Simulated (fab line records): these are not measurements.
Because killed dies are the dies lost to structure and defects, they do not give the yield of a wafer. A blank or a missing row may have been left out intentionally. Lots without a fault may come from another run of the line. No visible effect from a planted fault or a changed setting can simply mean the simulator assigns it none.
Matching of chambers | flow n5 finfet | 3 sister chambers for N5_BEOL_M10_CURE_72 on uv cure-03
The step cures SiCOH lowk, time 120 s. 6 wafers are shown with their chamber, then 8 later ones without.

WAFERS WITH THEIR CHAMBER
wafer  | chamber | lamp power pct (%) | wafer_temp_C_max
L085.3 | 1       | 52.32              | 371.4
L085.6 | 1       | 52.38              | 371.7
L086.5 | 0       | 52.29              | 371.4
L088.5 | 2       | 52.26              | 371.0
L088.6 | 2       | 52.27              | 371.1
L092.2 | 0       | 52.34              | 371.7

WAFERS WHOSE CHAMBER IS MISSING
wafer  | lamp power pct (%) | wafer_temp_C_max
L092.3 | 52.34              | 372.2
L092.6 | 52.33              | 371.7
L090.1 | 52.34              | 372.1
L090.3 | 52.34              | 371.2
L090.5 | 52.24              | 371.8
L096.1 | 52.37              | 371.2
L096.3 | 52.27              | 371.1
L096.4 | 52.16              | 371.6

WHICH CHAMBER EACH ONE RAN IN
wafer  | from the rows above          | in truth
L092.3 | can't be placed: 1 or 0      | 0
L092.6 | can't be placed: 0 or 1      | 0
L090.1 | can't be placed: 1 or 0      | 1
L090.3 | can't be placed: 1 or 0 or 2 | 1
L090.5 | can't be placed: 0 or 1 or 2 | 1
L096.1 | can't be placed: 1 or 0 or 2 | 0
L096.3 | 2                            | 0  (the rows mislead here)
L096.4 | can't be placed: 2 or 0 or 1 | 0
Correctly placed: 0 of 8. Can't be placed from these rows: 7 (the true chamber is among the candidates in 7). 1 placed wrongly.
How it was worked out, from the rows above alone: a wafer's distance from a chamber is the root of the sum, over the readings, of the square of ((its reading less the chamber's mean) divided by the reading's scatter). The wafer belongs to the nearest chamber; if the next one is less than 2 further off, it can't be placed. A chamber's mean is the mean of its shown wafers. How the scatter is found: for the shown wafers, subtract from each reading the mean of its chamber, square and add these, divide the total by (wafers less chambers), then take the root.
